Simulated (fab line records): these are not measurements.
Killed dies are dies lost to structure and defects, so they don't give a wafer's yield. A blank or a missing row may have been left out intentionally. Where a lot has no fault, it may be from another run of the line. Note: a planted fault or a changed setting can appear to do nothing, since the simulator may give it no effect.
Matching of chambers :: flow n5-finfet :: cmp-04 running N5_HKMG_FIN_CMP_23: 4 sister chambers
The step polishes, stops on SiNx, t overpolish 10 s, target thk 46.326 nm. 8 wafers are shown with their chamber, then 12 later ones without.

== WAFERS PAIRED WITH THEIR CHAMBERS ==
wafer: L087.4
chamber: 0
motor-current-A (A): 9.7
time-to-endpoint-s (s): 10.0

wafer: L087.5
chamber: 1
motor-current-A (A): 12.2
time-to-endpoint-s (s): 8.4

wafer: L088.1
chamber: 1
motor-current-A (A): 12.1
time-to-endpoint-s (s): 7.2

wafer: L088.2
chamber: 3
motor-current-A (A): 14.2
time-to-endpoint-s (s): 12.2

wafer: L088.3
chamber: 0
motor-current-A (A): 10.1
time-to-endpoint-s (s): 9.3

wafer: L089.1
chamber: 3
motor-current-A (A): 14.3
time-to-endpoint-s (s): 11.7

wafer: L089.3
chamber: 2
motor-current-A (A): 9.8
time-to-endpoint-s (s): 11.8

wafer: L089.5
chamber: 2
motor-current-A (A): 10.2
time-to-endpoint-s (s): 13.1

== WAFERS WITHOUT THEIR CHAMBER ==
wafer: L090.1
motor-current-A (A): 12.6
time-to-endpoint-s (s): 9.8

wafer: L090.2
motor-current-A (A): 14.2
time-to-endpoint-s (s): 14.6

wafer: L090.6
motor-current-A (A): 9.8
time-to-endpoint-s (s): 12.1

wafer: L091.1
motor-current-A (A): 10.6
time-to-endpoint-s (s): 12.5

wafer: L091.4
motor-current-A (A): 12.3
time-to-endpoint-s (s): 10.5

wafer: L091.5
motor-current-A (A): 10.5
time-to-endpoint-s (s): 9.5

wafer: L093.2
motor-current-A (A): 12.5
time-to-endpoint-s (s): 8.5

wafer: L093.3
motor-current-A (A): 10.4
time-to-endpoint-s (s): 6.3

wafer: L093.6
motor-current-A (A): 14.0
time-to-endpoint-s (s): 10.9

wafer: L094.1
motor-current-A (A): 10.4
time-to-endpoint-s (s): 9.0

wafer: L094.2
motor-current-A (A): 11.4
time-to-endpoint-s (s): 5.5

wafer: L094.4
motor-current-A (A): 13.8
time-to-endpoint-s (s): 9.4

== CHAMBER TAKEN BY EACH ==
wafer: L090.1
from the rows above: 1
in truth: 1

wafer: L090.2
from the rows above: 3
in truth: 3

wafer: L090.6
from the rows above: 2
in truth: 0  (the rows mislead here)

wafer: L091.1
from the rows above: 2
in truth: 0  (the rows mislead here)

wafer: L091.4
from the rows above: 1
in truth: 1

wafer: L091.5
from the rows above: can't be placed: 0 or 2
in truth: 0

wafer: L093.2
from the rows above: 1
in truth: 1

wafer: L093.3
from the rows above: 0
in truth: 0

wafer: L093.6
from the rows above: 3
in truth: 3

wafer: L094.1
from the rows above: 0
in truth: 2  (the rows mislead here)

wafer: L094.2
from the rows above: 1
in truth: 1

wafer: L094.4
from the rows above: 3
in truth: 3
Placed correctly: 8 of 12. Unplaceable from these rows: 1, with the true chamber sitting among the candidates in 1. Placed wrongly: 3.
How it was worked out, from the rows above alone: a wafer's distance from a chamber is the root of the sum, over the readings, of the square of ((its reading less the chamber's mean) divided by the reading's scatter). If the next closest chamber is less than 2 further off than the closest, the wafer can't be placed; otherwise it belongs to the closest. Each chamber's mean is taken over the wafers shown for it. How the scatter is found: for the shown wafers, subtract from each reading the mean of its chamber, square and add these, divide the total by (wafers less chambers), then take the root.
